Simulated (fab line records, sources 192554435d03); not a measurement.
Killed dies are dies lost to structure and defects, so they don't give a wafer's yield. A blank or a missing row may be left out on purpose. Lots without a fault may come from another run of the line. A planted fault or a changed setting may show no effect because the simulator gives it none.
A struck lot beside a sound one | flow n5_finfet | 36 steps out of a route of 1938
Sound: wafers L796.2, L796.3, L796.6. Struck: wafer L813.1. (L813.3 of the same lot was not struck and is left out.) The cause comes at the end.
At each step with rows: each side's tool, then ch and its chambers, then its first start. Under that, the readings that differ: sound wafers | struck wafers | difference of the means | sigmas: that difference in standard deviations of wafers without a fault.
alike: readings whose means differ by less than 2 such deviations, and words and numbers that are the same on both sides. not compared: withheld readings, readings that some wafer has no value for, bounds like >300 that may hide the same value, and numbers for which the record gives no deviation and whose values overlap.
The two part at a step that has a row with sigmas, a row that says differs or no value, or rows on one side only. Numbers that don't overlap but have no deviation are shown without sigmas and don't part them. A reading that every wafer of one side lacks parts them only if that side has two wafers or more.

first, 9 steps without rows for these wafers: N5_WELL_APT_DESCUM_30 (chemistry O2, time 7.9 s); N5_WELL_APT_IMPLANT_31; N5_WELL_APT_IMPLANT_32; N5_WELL_APT_STRIP_33 (strips in SPM, time 900 s); N5_WELL_APT_RTA_34 (time 10 s); N5_WELL_APT_OXIDE_STRIP_42 (strips SiO2 in dHF, time 45 s, target depth 12 nm); N5_WELL_APT_PRECLEAN_36 (cleans in O3/DIW, time 45 s); N5_WELL_APT_PRECLEAN_39 (cleans in dHF, time 60 s); N5_WELL_APT_SRD_37 (time 30 s).
N5_WELL_APT_EPI_41: deposits Si from SiH4/H2, target thk 50 nm, time 297.7 s.
  sound on epi_rpcvd-01 ch 0, day 1 22:38; struck on epi_rpcvd-01 ch 0, day 6 04:04
  reading                                 | sound             | struck | difference | sigmas
  model.Si_of_WELL_APT_EPI_41.thk_nm (nm) | 50.49 49.85 49.97 | 35.83  | -14.27     |
  alike: throttle_valve_pct
then, 24 steps without rows for these wafers: N5_PMOS_HMC_CHANNEL_EPI_HM_DEP_34 (deposits SiO2 from TEOS/O2, target thk 36 nm, time 6.9 s); N5_PMOS_HMC_CHANNEL_EPI_COAT_31 (time 60 s, resist thk 66 nm); N5_PMOS_HMC_CHANNEL_EPI_COAT_03 (resist thk 205 nm); N5_PMOS_HMC_CHANNEL_EPI_EBR_05; N5_PMOS_HMC_CHANNEL_EPI_SOFTBAKE_04 (time 60 s); N5_PMOS_HMC_CHANNEL_EPI_EXPOSE_06 (exposes mask PMOS HMC BLK, target cd 240 nm); N5_PMOS_HMC_CHANNEL_EPI_PEB_07 (peb time 60 s); N5_PMOS_HMC_CHANNEL_EPI_DEVELOP_08 (develop time 30 s); N5_PMOS_HMC_CHANNEL_EPI_DESCUM_14 (chemistry O2, time 7.9 s); N5_PMOS_HMC_CHANNEL_EPI_ETCH_32 (etches BARC in N2/H2, stops on SiO2, target depth 85.8 nm, time 50.3 s); N5_PMOS_HMC_CHANNEL_EPI_HM_OPEN_15 (chemistry CHF3/O2, target SiO2, target depth 40.6 nm, time 20.3 s); N5_PMOS_HMC_CHANNEL_EPI_STRIP_33 (strips in N2/H2); N5_PMOS_HMC_CHANNEL_EPI_STRIP_17 (strips in SPM, time 750 s); N5_PMOS_HMC_CHANNEL_EPI_ETCH_38 (etches SiO2 in CF4, target depth 1.5 nm); N5_PMOS_HMC_CHANNEL_EPI_FIN_RECESS_16 (chemistry HBr/Cl2, target Si, target depth 54 nm, time 18 s); N5_PMOS_HMC_CHANNEL_EPI_PRECLEAN_36 (cleans in O3/DIW, time 45 s); N5_PMOS_HMC_CHANNEL_EPI_PRECLEAN_18 (cleans in DHF, time 30 s); N5_PMOS_HMC_CHANNEL_EPI_SRD_19 (time 30 s); N5_PMOS_HMC_CHANNEL_EPI_EPI_20 (deposits SiGe30, target thk 59 nm); N5_PMOS_HMC_CHANNEL_EPI_HM_STRIP_35 (strips SiO2 in dHF, material SiO2, target depth 39.6 nm, time 216 s); N5_PMOS_HMC_CHANNEL_EPI_SRD_39 (time 30 s); N5_PMOS_HMC_CHANNEL_EPI_CMP_21 (polishes SiGe30, target thk 54 nm); N5_PMOS_HMC_CHANNEL_EPI_PRECLEAN_40 (cleans in DHF, time 30 s); N5_PMOS_HMC_CHANNEL_EPI_PRECLEAN_37 (cleans in O3/DIW, time 45 s).
N5_SD_EPI_N_STRIP_18: strips in SPM, time 750 s.
  sound on wet_bench-04 ch 0,3,7, day 3 07:26; struck on wet_bench-04 ch 4, day 7 12:51
  reading                                 | sound     | struck | difference | sigmas
  model.Si_of_WELL_APT_EPI_41.thk_nm (nm) | 9.6 9 9.2 | 5.8    | -3.5       |
then, 1 step without rows for these wafers: N5_PASSIVATION_PROBE_49.

WHERE THEY PART
Nowhere in this record.

WHY: what the simulator had put in
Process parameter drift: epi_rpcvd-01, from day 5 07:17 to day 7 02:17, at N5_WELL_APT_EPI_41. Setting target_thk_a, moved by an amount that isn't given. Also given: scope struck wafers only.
